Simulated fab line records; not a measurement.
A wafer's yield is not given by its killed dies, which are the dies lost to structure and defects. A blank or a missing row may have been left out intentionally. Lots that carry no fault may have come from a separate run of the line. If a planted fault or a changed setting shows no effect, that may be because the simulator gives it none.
Lot-split experiment / flow n5-finfet / 7 lots, 39 wafers read, on a route of 1938 steps

## ON THE SPLIT
At N5_BEOL_M11_TRENCH_ETCH_37 (etches SiCOH lowk in C4F6/O2, target depth 148.83 nm, time 48 s), the setting target-depth-a was moved away from the recipe's 1488.3 angstrom on 18 of the 39 wafers read, by -48.8% to +52.7%. This setting was run at the recipe's value on the other wafers.

## FROM THE SPLIT TO THE READING: what the file shows between them, 8 steps
- N5_BEOL_M11_ETCH_41: etches SiCN in CH3F/O2, target depth 42.6 nm, time 86 s
- N5_BEOL_M11_STRIP_77: strips in N2/H2, time 10 s
- N5_BEOL_M11_OCD_MEAS_38
- N5_BEOL_M11_HM_STRIP_39: strips TiN in peroxide tin strip, target depth 25 nm, time 158 s
- N5_BEOL_M11_SRD_40: time 30 s
- N5_BEOL_M11_ECD_50: material Cu, target thk 318 nm
- N5_BEOL_M11_ANNEAL_51: time 90 s
- N5_BEOL_M11_CMP_52: polishes, stops on SiCOH lowk, t overpolish 7 s, target thk 140 nm

## THE READING
M11_THK, in nm, at N5_BEOL_M11_THK_MEAS_53 (measures by xrf). Typical for fault-free wafers on this fab line: 136 nm, with standard deviation 3.2 nm.

wafer=L085.1; tool, chamber at the split=rie-diel-05, 0; target-depth-a as run, angstrom=1488.3; against the recipe=recipe; M11_THK, nm=136; against lot-mates on the recipe=-
wafer=L085.2; tool, chamber at the split=rie-diel-05, 1; target-depth-a as run, angstrom=1080; against the recipe=-27.4%; M11_THK, nm=95; against lot-mates on the recipe=-41
wafer=L085.3; tool, chamber at the split=rie-diel-05, 2; target-depth-a as run, angstrom=1080; against the recipe=-27.4%; M11_THK, nm=99; against lot-mates on the recipe=-37
wafer=L085.4; tool, chamber at the split=rie-diel-05, 3; target-depth-a as run, angstrom=1080; against the recipe=-27.4%; M11_THK, nm=99; against lot-mates on the recipe=-37
wafer=L085.5; tool, chamber at the split=rie-diel-05, 3; target-depth-a as run, angstrom=1488.3; against the recipe=recipe; M11_THK, nm=137; against lot-mates on the recipe=-
wafer=L085.6; tool, chamber at the split=rie-diel-05, 0; target-depth-a as run, angstrom=1488.3; against the recipe=recipe; M11_THK, nm=135; against lot-mates on the recipe=-
wafer=L087.1; tool, chamber at the split=rie-diel-03, 0; target-depth-a as run, angstrom=762.3; against the recipe=-48.8%; M11_THK, nm=66; against lot-mates on the recipe=-71
wafer=L087.2; tool, chamber at the split=rie-diel-03, 2; target-depth-a as run, angstrom=762.3; against the recipe=-48.8%; M11_THK, nm=65; against lot-mates on the recipe=-72
wafer=L087.3; tool, chamber at the split=rie-diel-03, 3; target-depth-a as run, angstrom=1488.3; against the recipe=recipe; M11_THK, nm=140; against lot-mates on the recipe=-
wafer=L087.4; tool, chamber at the split=rie-diel-03, 1; target-depth-a as run, angstrom=1488.3; against the recipe=recipe; M11_THK, nm=135; against lot-mates on the recipe=-
wafer=L087.5; tool, chamber at the split=rie-diel-03, 1; target-depth-a as run, angstrom=762.3; against the recipe=-48.8%; M11_THK, nm=64; against lot-mates on the recipe=-73
wafer=L087.6; tool, chamber at the split=rie-diel-03, 0; target-depth-a as run, angstrom=1488.3; against the recipe=recipe; M11_THK, nm=137; against lot-mates on the recipe=-
wafer=L090.1; tool, chamber at the split=rie-diel-04, 3; target-depth-a as run, angstrom=1488.3; against the recipe=recipe; M11_THK, nm=136; against lot-mates on the recipe=-
wafer=L090.2; tool, chamber at the split=rie-diel-04, 2; target-depth-a as run, angstrom=800.9; against the recipe=-46.2%; M11_THK, nm=72; against lot-mates on the recipe=-63
wafer=L090.3; tool, chamber at the split=rie-diel-04, 1; target-depth-a as run, angstrom=800.9; against the recipe=-46.2%; M11_THK, nm=68; against lot-mates on the recipe=-67
wafer=L090.4; tool, chamber at the split=rie-diel-04, 2; target-depth-a as run, angstrom=800.9; against the recipe=-46.2%; M11_THK, nm=72; against lot-mates on the recipe=-63
wafer=L090.5; tool, chamber at the split=rie-diel-04, 1; target-depth-a as run, angstrom=1488.3; against the recipe=recipe; M11_THK, nm=134; against lot-mates on the recipe=-
wafer=L090.6; tool, chamber at the split=rie-diel-04, 3; target-depth-a as run, angstrom=1488.3; against the recipe=recipe; M11_THK, nm=135; against lot-mates on the recipe=-
wafer=L092.1; tool, chamber at the split=rie-diel-03, 3; target-depth-a as run, angstrom=1488.3; against the recipe=recipe; M11_THK, nm=141; against lot-mates on the recipe=-
wafer=L092.2; tool, chamber at the split=rie-diel-03, 0; target-depth-a as run, angstrom=1488.3; against the recipe=recipe; M11_THK, nm=138; against lot-mates on the recipe=-
wafer=L092.3; tool, chamber at the split=rie-diel-03, 2; target-depth-a as run, angstrom=1928; against the recipe=+29.5%; M11_THK, nm=174; against lot-mates on the recipe=+35
wafer=L092.4; tool, chamber at the split=rie-diel-03, 1; target-depth-a as run, angstrom=1928; against the recipe=+29.5%; M11_THK, nm=176; against lot-mates on the recipe=+37
wafer=L092.5; tool, chamber at the split=rie-diel-03, 3; target-depth-a as run, angstrom=1928; against the recipe=+29.5%; M11_THK, nm=183; against lot-mates on the recipe=+44
wafer=L092.6; tool, chamber at the split=rie-diel-03, 0; target-depth-a as run, angstrom=1488.3; against the recipe=recipe; M11_THK, nm=138; against lot-mates on the recipe=-
wafer=L093.1; tool, chamber at the split=rie-diel-05, 2; target-depth-a as run, angstrom=1488.3; against the recipe=recipe; M11_THK, nm=136; against lot-mates on the recipe=-
wafer=L093.2; tool, chamber at the split=rie-diel-05, 1; target-depth-a as run, angstrom=2273; against the recipe=+52.7%; M11_THK, nm=203; against lot-mates on the recipe=+66
wafer=L093.3; tool, chamber at the split=rie-diel-05, 0; target-depth-a as run, angstrom=2273; against the recipe=+52.7%; M11_THK, nm=207; against lot-mates on the recipe=+70
wafer=L093.4; tool, chamber at the split=rie-diel-05, 3; target-depth-a as run, angstrom=1488.3; against the recipe=recipe; M11_THK, nm=137; against lot-mates on the recipe=-
wafer=L093.5; tool, chamber at the split=rie-diel-05, 2; target-depth-a as run, angstrom=2273; against the recipe=+52.7%; M11_THK, nm=212; against lot-mates on the recipe=+75
wafer=L093.6; tool, chamber at the split=rie-diel-05, 3; target-depth-a as run, angstrom=1488.3; against the recipe=recipe; M11_THK, nm=137; against lot-mates on the recipe=-
wafer=L091.1; tool, chamber at the split=rie-diel-05, 2; target-depth-a as run, angstrom=867.9; against the recipe=-41.7%; M11_THK, nm=76; against lot-mates on the recipe=-60
wafer=L091.2; tool, chamber at the split=rie-diel-05, 3; target-depth-a as run, angstrom=1488.3; against the recipe=recipe; M11_THK, nm=137; against lot-mates on the recipe=-
wafer=L091.3; tool, chamber at the split=rie-diel-05, 1; target-depth-a as run, angstrom=1488.3; against the recipe=recipe; M11_THK, nm=132; against lot-mates on the recipe=-
wafer=L091.4; tool, chamber at the split=rie-diel-05, 0; target-depth-a as run, angstrom=867.9; against the recipe=-41.7%; M11_THK, nm=74; against lot-mates on the recipe=-62
wafer=L091.5; tool, chamber at the split=rie-diel-05, 3; target-depth-a as run, angstrom=1488.3; against the recipe=recipe; M11_THK, nm=138; against lot-mates on the recipe=-
wafer=L091.6; tool, chamber at the split=rie-diel-05, 0; target-depth-a as run, angstrom=867.9; against the recipe=-41.7%; M11_THK, nm=73; against lot-mates on the recipe=-63
wafer=L096.1; tool, chamber at the split=rie-diel-05, 1; target-depth-a as run, angstrom=1488.3; against the recipe=recipe; M11_THK, nm=134; against lot-mates on the recipe=-
wafer=L096.2; tool, chamber at the split=rie-diel-05, 2; target-depth-a as run, angstrom=1488.3; against the recipe=recipe; M11_THK, nm=131; against lot-mates on the recipe=-
wafer=L096.5; tool, chamber at the split=rie-diel-05, 0; target-depth-a as run, angstrom=1488.3; against the recipe=recipe; M11_THK, nm=133; against lot-mates on the recipe=-

FIT RESULTS
A straight line over all 39 wafers: M11_THK changes by +1.41 nm for each +1% of target-depth-a; r = +1.00; the points scatter about the line by 2.8 nm.
The same after taking each lot's own level away (the mean of its wafers on the recipe; 39 wafers): +1.4 nm for each +1%; r = +1.00; scatter 2.6 nm.
That fit puts the effect of the largest move of target-depth-a on the reading at 74 nm.
Across the lots, their own levels run from 132.7 to 139.0 nm, a range of 2.0 times the standard deviation given above.
The two slopes agree, so the slope changes little with the lot-to-lot level.
Check: with one of the wafers moved furthest among these (+52.7%) left out of the fit, the line predicts +73.8 nm for it against its lot-mates. Against them it came out at +66.3 nm.

## THE WHOLE CHAIN: every reading that the file lists as answering this split, in the file's order
step=N5_BEOL_M11_TRENCH_ETCH_37; what it does=etches SiCOH lowk in C4F6/O2, target depth 148.83 nm, time 48 s; reading=etch.depth-nm (the simulator's own value, which no gauge read); change (the file's fit)=+1.45 nm for each +1% of the setting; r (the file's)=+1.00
step=N5_BEOL_M11_TRENCH_ETCH_37; what it does=etches SiCOH lowk in C4F6/O2, target depth 148.83 nm, time 48 s; reading=BEOL_M11.feature-depth-nm (the simulator's own value, which no gauge read); change (the file's fit)=+1.45 nm for each +1% of the setting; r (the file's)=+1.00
step=N5_BEOL_M11_TRENCH_ETCH_37; what it does=etches SiCOH lowk in C4F6/O2, target depth 148.83 nm, time 48 s; reading=TiN_of_BEOL_M11_HM_DEP_02.thk-nm (the simulator's own value, which no gauge read); change (the file's fit)=-0.041 nm for each +1% of the setting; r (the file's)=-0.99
step=N5_BEOL_M11_OCD_MEAS_38; what it does=; reading=trench-depth-nm; change (the file's fit)=+1.45 nm for each +1% of the setting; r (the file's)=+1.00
step=N5_BEOL_M11_CMP_52; what it does=polishes, stops on SiCOH lowk, t overpolish 7 s, target thk 140 nm; reading=Cu_of_BEOL_M11_ECD_50.thk-nm (the simulator's own value, which no gauge read); change (the file's fit)=+1.45 nm for each +1% of the setting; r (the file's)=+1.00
step=N5_BEOL_M11_THK_MEAS_53; what it does=measures by xrf; reading=M11_THK; change (the file's fit)=+1.4 for each +1% of the setting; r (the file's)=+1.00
step=N5_BEOL_M11_RS_MEAS_57; what it does=measures by four-point-probe; reading=M11_RS; change (the file's fit)=not straight: 0.349 at the lowest setting, 0.150 at the recipe, 0.095 at the highest; r (the file's)=not given

## THE FILE'S OWN FIT
M11_THK changes by +1.4 nm for each +1% of target-depth-a, r = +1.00.
